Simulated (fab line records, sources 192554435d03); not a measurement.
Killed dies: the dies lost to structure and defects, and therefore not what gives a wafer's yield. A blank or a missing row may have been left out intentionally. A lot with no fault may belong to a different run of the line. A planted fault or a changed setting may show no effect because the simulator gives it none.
Which of the tools did it? -- flow n5_finfet -- 11 lots, 33 wafers sampled, at 1 step of a route of 1938

WHAT EACH GAUGE READ, for each wafer
N5_BEOL_M10_OCD_MEAS_38.
lot,measured,on,trench_depth_nm (nm)
L447,day 10 00:21,ocd-02,147.3 150.8 147.3
L450,day 11 06:56,ocd-01,147.6 152.5 152.5
L451,day 11 07:09,ocd-02,149.8 150.1 145.8
L454,day 12 00:40,ocd-02,146.9 144.3 148.3
L453,day 12 01:30,ocd-02,149.6 148.6 148.8
L458,day 13 10:44,ocd-02,152.9 150.6 146.2
L462,day 14 08:25,ocd-02,147.8 151.5 146.5
L464,day 14 18:56,ocd-01,147.3 146.5 152.0
L468,day 15 16:54,ocd-02,147.3 145.3 148.0
L469,day 15 17:17,ocd-01,146.8 148.3 153.8
L470,day 15 22:58,ocd-02,152.9 153.3 147.4

WHICH TOOL RAN EACH LOT (tool, then ch and the chambers of the sampled wafers, then the start)
Record: no process step prior to these readings.

WHAT THE TOOLS THEMSELVES READ (means of the sampled wafers that have a number; where no wafer has one, the mark that the record gives instead)
The record holds no such reading with a usual standard deviation.

THE ANSWER, worked out from the rows above alone
Rule: what is usual is taken from the lots themselves. Put in order of their means at a reading, lots are off if they are a third of the lots or fewer, leave a main group of 4 or more, and stand apart from it by a gap of 3 or more times the standard deviation of the main group's means; of several such gaps the widest counts. Not used: any main group whose means are identical at the precision the tables above print for the reading. Also off: a lot with no number at a reading for which 4 or more lots have one. All remaining lots with rows at the step are treated as sound. The gauges are gone through in route order, then the tools' own readings, and for those a lot's mean is taken as printed above. The first step at which some lot is off is used, and at that step the reading that is off furthest; a lot without a number counts as furthest.
Nothing can be told from this: no lot is off at any reading shown.

WHAT THE SIMULATOR HAD INSERTED
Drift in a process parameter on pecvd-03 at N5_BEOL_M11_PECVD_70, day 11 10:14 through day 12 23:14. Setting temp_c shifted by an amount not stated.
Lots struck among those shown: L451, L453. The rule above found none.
